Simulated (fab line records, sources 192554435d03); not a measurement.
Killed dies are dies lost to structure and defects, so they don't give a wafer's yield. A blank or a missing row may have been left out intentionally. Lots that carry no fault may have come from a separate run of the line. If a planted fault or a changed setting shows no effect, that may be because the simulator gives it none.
Matching of chambers || flow n5 finfet || N5_BEOL_M4_ETCH_63 on rie diel-02: 4 sister chambers
The step etches SiARC in CF4, target depth 15.6 nm, time 26 s. 16 wafers are shown with their chamber, then 8 later ones without.

WAFERS PAIRED WITH THEIR CHAMBERS
{"wafer": "L074.3", "chamber": 2, "drypump motor current A (A)": 5.1, "showerhead plenum p Torr (Torr)": 2.14, "throttle valve pct (%)": 16.06}
{"wafer": "L074.5", "chamber": 2, "drypump motor current A (A)": 5.1, "showerhead plenum p Torr (Torr)": 2.14, "throttle valve pct (%)": 16.06}
{"wafer": "L074.6", "chamber": 1, "drypump motor current A (A)": 6.3, "showerhead plenum p Torr (Torr)": 2.12, "throttle valve pct (%)": 15.46}
{"wafer": "L075.3", "chamber": 3, "drypump motor current A (A)": 5.9, "showerhead plenum p Torr (Torr)": 2.15, "throttle valve pct (%)": 15.90}
{"wafer": "L075.4", "chamber": 0, "drypump motor current A (A)": 6.5, "showerhead plenum p Torr (Torr)": 2.25, "throttle valve pct (%)": 15.54}
{"wafer": "L075.6", "chamber": 1, "drypump motor current A (A)": 6.3, "showerhead plenum p Torr (Torr)": 2.12, "throttle valve pct (%)": 15.47}
{"wafer": "L081.2", "chamber": 2, "drypump motor current A (A)": 5.1, "showerhead plenum p Torr (Torr)": 2.14, "throttle valve pct (%)": 16.10}
{"wafer": "L081.5", "chamber": 3, "drypump motor current A (A)": 5.8, "showerhead plenum p Torr (Torr)": 2.15, "throttle valve pct (%)": 15.92}
{"wafer": "L081.6", "chamber": 2, "drypump motor current A (A)": 5.1, "showerhead plenum p Torr (Torr)": 2.14, "throttle valve pct (%)": 16.08}
{"wafer": "L082.1", "chamber": 2, "drypump motor current A (A)": 5.1, "showerhead plenum p Torr (Torr)": 2.14, "throttle valve pct (%)": 16.07}
{"wafer": "L082.2", "chamber": 0, "drypump motor current A (A)": 6.5, "showerhead plenum p Torr (Torr)": 2.24, "throttle valve pct (%)": 15.56}
{"wafer": "L082.3", "chamber": 3, "drypump motor current A (A)": 5.9, "showerhead plenum p Torr (Torr)": 2.15, "throttle valve pct (%)": 15.91}
{"wafer": "L086.2", "chamber": 2, "drypump motor current A (A)": 5.1, "showerhead plenum p Torr (Torr)": 2.14, "throttle valve pct (%)": 16.09}
{"wafer": "L086.3", "chamber": 3, "drypump motor current A (A)": 5.9, "showerhead plenum p Torr (Torr)": 2.15, "throttle valve pct (%)": 15.95}
{"wafer": "L086.5", "chamber": 3, "drypump motor current A (A)": 5.9, "showerhead plenum p Torr (Torr)": 2.15, "throttle valve pct (%)": 15.95}
{"wafer": "L085.2", "chamber": 0, "drypump motor current A (A)": 6.5, "showerhead plenum p Torr (Torr)": 2.24, "throttle valve pct (%)": 15.57}

SIGNATURES, as means of the wafers listed above
{"reading": "drypump motor current A", "chamber 0": 6.500, "chamber 1": 6.300, "chamber 2": 5.100, "chamber 3": 5.880, "scatter within a chamber": 0.0258}
{"reading": "showerhead plenum p Torr", "chamber 0": 2.2433, "chamber 1": 2.1200, "chamber 2": 2.1400, "chamber 3": 2.1500, "scatter within a chamber": 0.00236}
{"reading": "throttle valve pct", "chamber 0": 15.5567, "chamber 1": 15.4650, "chamber 2": 16.0767, "chamber 3": 15.9260, "scatter within a chamber": 0.0182}
Rule: for each reading, subtract the chamber's mean from the wafer's reading, divide by that reading's scatter and square the result; add these up over the readings and take the root, which gives the wafer's distance from the chamber. If the next closest chamber is less than 2 further off than the closest, the wafer can't be placed; otherwise it belongs to the closest. The scatter: take each reading less its chamber's mean, square it, sum over the shown wafers, divide by the number of wafers less the number of chambers, and take the root.

WAFERS MISSING THEIR CHAMBER
{"wafer": "L085.4", "drypump motor current A (A)": 5.8, "showerhead plenum p Torr (Torr)": 2.14, "throttle valve pct (%)": 15.95}
{"wafer": "L085.5", "drypump motor current A (A)": 6.3, "showerhead plenum p Torr (Torr)": 2.11, "throttle valve pct (%)": 15.53}
{"wafer": "L095.2", "drypump motor current A (A)": 5.9, "showerhead plenum p Torr (Torr)": 2.14, "throttle valve pct (%)": 15.99}
{"wafer": "L095.3", "drypump motor current A (A)": 6.5, "showerhead plenum p Torr (Torr)": 2.23, "throttle valve pct (%)": 15.61}
{"wafer": "L095.5", "drypump motor current A (A)": 5.1, "showerhead plenum p Torr (Torr)": 2.13, "throttle valve pct (%)": 16.11}
{"wafer": "L096.2", "drypump motor current A (A)": 5.9, "showerhead plenum p Torr (Torr)": 2.14, "throttle valve pct (%)": 16.00}
{"wafer": "L096.4", "drypump motor current A (A)": 6.5, "showerhead plenum p Torr (Torr)": 2.23, "throttle valve pct (%)": 15.64}
{"wafer": "L096.5", "drypump motor current A (A)": 6.3, "showerhead plenum p Torr (Torr)": 2.10, "throttle valve pct (%)": 15.03}

THE CHAMBER EACH PASSED THROUGH
{"wafer": "L085.4", "from the rows above": 3, "in truth": 3}
{"wafer": "L085.5", "from the rows above": 1, "in truth": 1}
{"wafer": "L095.2", "from the rows above": 3, "in truth": 3}
{"wafer": "L095.3", "from the rows above": 0, "in truth": 0}
{"wafer": "L095.5", "from the rows above": 2, "in truth": 2}
{"wafer": "L096.2", "from the rows above": 3, "in truth": 3}
{"wafer": "L096.4", "from the rows above": 0, "in truth": 0}
{"wafer": "L096.5", "from the rows above": 1, "in truth": 1}
Correct placement for 8 of the 8. Can't be placed from these rows: 0. 0 placed wrongly.
